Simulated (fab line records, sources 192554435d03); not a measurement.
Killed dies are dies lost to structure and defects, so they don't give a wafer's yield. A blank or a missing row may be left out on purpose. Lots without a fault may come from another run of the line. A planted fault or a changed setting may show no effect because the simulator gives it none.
Chamber matching | flow n5_finfet | N5_BEOL_M7_CURE_74 on uv_cure-03: 3 sister chambers
The step cures SiCOH lowk, time 240 s. 3 wafers are shown with their chamber, then 12 later ones without.

WAFERS WITH THEIR CHAMBER
wafer  | chamber | wafer_temp_C_max
L089.6 | 0       | 388.0
L091.6 | 2       | 386.6
L095.6 | 1       | 389.2

WAFERS WITHOUT THEIR CHAMBER
wafer  | wafer_temp_C_max
L095.2 | 387.6
L095.3 | 387.7
L095.5 | 388.3
L093.3 | 387.0
L093.5 | 388.1
L093.6 | 387.7
L096.1 | 386.2
L096.2 | 386.0
L096.4 | 386.3
L096.3 | 386.1
L096.5 | 386.9
L096.6 | 386.7

WHICH CHAMBER EACH WENT THROUGH
wafer  | from the rows above     | in truth
L095.2 | can't be placed: 0 or 2 | 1
L095.3 | 0                       | 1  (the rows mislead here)
L095.5 | can't be placed: 0 or 1 | 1
L093.3 | can't be placed: 2 or 0 | 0
L093.5 | 0                       | 0
L093.6 | 0                       | 0
L096.1 | 2                       | 2
L096.2 | 2                       | 2
L096.4 | 2                       | 2
L096.3 | 2                       | 2
L096.5 | 2                       | 2
L096.6 | 2                       | 2
Placed correctly: 8 of 12. Can't be placed from these rows: 3 (the true chamber is among the candidates in 2). Placed wrongly: 1.
How it was worked out, from the rows above alone: a wafer's distance from a chamber is the root of the sum, over the readings, of the square of ((its reading less the chamber's mean) divided by the reading's scatter). The wafer belongs to the nearest chamber; if the next one is less than 2 further off, it can't be placed. A chamber's mean is the mean of its shown wafers. The scatter: with one shown wafer a chamber, the root of the mean of the squares of how far each hidden wafer lies from its nearest shown one.
